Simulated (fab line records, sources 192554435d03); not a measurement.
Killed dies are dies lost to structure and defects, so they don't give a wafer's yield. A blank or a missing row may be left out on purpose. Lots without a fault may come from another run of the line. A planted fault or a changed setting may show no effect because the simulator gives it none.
A struck lot beside a sound one | flow n5_finfet | 16 steps out of a route of 1938
Sound: wafers L748.1, L748.2, L748.3. Struck: wafers L765.3, L765.5, L765.6. The cause comes at the end.
At each step with rows: each side's tool, then ch and its chambers, then its first start. Under that, the readings that differ: sound wafers | struck wafers | difference of the means | sigmas: that difference in standard deviations of wafers without a fault.
alike: readings whose means differ by less than 2 such deviations, and words and numbers that are the same on both sides. not compared: withheld readings, readings that some wafer has no value for, bounds like >300 that may hide the same value, and numbers for which the record gives no deviation and whose values overlap.
The two part at a step that has a row with sigmas, a row that says differs or no value, or rows on one side only. Numbers that don't overlap but have no deviation are shown without sigmas and don't part them. A reading that every wafer of one side lacks parts them only if that side has two wafers or more.

N5_BEOL_M4_STRIP_97: strips in N2/H2, time 10 s.
  sound on rie_diel-03 ch 0,2,3; struck on rie_diel-06 ch 0,2,3
  alike: drypump_motor_current_A, h2_flow_sccm, oes_product_au, rf_vpp_V, showerhead_plenum_p_Torr, throttle_valve_pct
  not compared: rf_hours_counter_h
N5_BEOL_M4_OCD_MEAS_38:
  sound on ocd-02, day 9 07:02; struck on ocd-01, day 13 01:19
  alike: trench_depth_nm
then, 4 steps without rows for these wafers: N5_BEOL_M4_HM_STRIP_39 (strips TiN in peroxide tin strip, target depth 25 nm, time 158 s); N5_BEOL_M4_SRD_40 (time 30 s); N5_BEOL_M4_PRECLEAN_42 (cleans in residue remover, time 60 s); N5_BEOL_M4_SRD_43 (time 30 s).
N5_BEOL_M4_CD_MEAS_35: target cd 18 nm, target cd y 22.4 nm.
  sound on cd_sem-03, day 9 07:11; struck on cd_sem-02, day 13 01:28
  alike: cd_nm
N5_BEOL_M4_DEGAS_44: time 60 s.
  sound on pvd_sputter-03, day 9 07:40; struck on pvd_sputter-03, day 13 01:49
  alike: heater_power_w, susceptor_temp_C
N5_BEOL_M4_PRE_CLEAN_45: time 30 s.
  sound on pvd_sputter-03, day 9 07:42; struck on pvd_sputter-03, day 13 01:51
  alike: heater_power_w, susceptor_temp_C
N5_BEOL_M4_ALD_84: deposits TaN, pulse time 2 s, purge time 3 s, co reactant purge time 2 s.
  sound on ald_metal-03 ch 0,2,3, day 9 07:46; struck on ald_metal-03 ch 1,2,3, day 13 01:55
  alike: heater_power_outer_w, heater_power_w, mfc_carrier_sccm, susceptor_temp_C
then, 2 steps without rows for these wafers: N5_BEOL_M4_SURFACE_TREAT_85; N5_BEOL_M4_CVD_47 (deposits Co from CCTBA/H2, target thk 3 nm, time 223.8 s).
N5_BEOL_M4_SPUTTER_48: material Cu, target thk 4.5 nm, time 8.29 s.
  sound on pvd_sputter-03, day 9 08:47; struck on pvd_sputter-02, day 13 02:44
  no value came back on the struck wafers for chamber_pressure_pa (Pa), chuck_gas_flow_sccm (sccm), susceptor_temp_C (C), throttle_valve_pct (%); on the sound wafers chamber_pressure_pa (Pa) reads 0.06993 0.07021 0.06995
N5_BEOL_M4_ANNEAL_49: time 240 s.
  sound on pvd_sputter-03, day 9 08:52; struck on pvd_sputter-02, day 13 02:49
  alike: heater_power_w, susceptor_temp_C, susceptor_temp_C_max
N5_BEOL_M4_RC_MEAS_101:
  sound on prober-02 ch 0, day 9 11:38; struck on prober-02 ch 0, day 13 06:05
  alike: DIBL_N, DIBL_P, IOFF_N, IOFF_P, ION_N, ION_P, SS_N, SS_P, VT_N, VT_P
-- the record jumps here: 5 days lie between the struck wafers' starts before and after (it left off in module BEOL_M4 and takes up again in module PASSIVATION, whose first step shown is number 1936 of the route) --
N5_PASSIVATION_PROBE_49:
  the record has rows for the struck wafers here (prober-01, day 17 21:41) and none for the sound ones

WHERE THEY PART
First at N5_BEOL_M4_SPUTTER_48; last, within this record, at N5_PASSIVATION_PROBE_49.

WHY: what the simulator had put in
Skipped step whole: pvd_sputter-02, from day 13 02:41 on, at N5_BEOL_M4_SPUTTER_48. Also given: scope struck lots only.
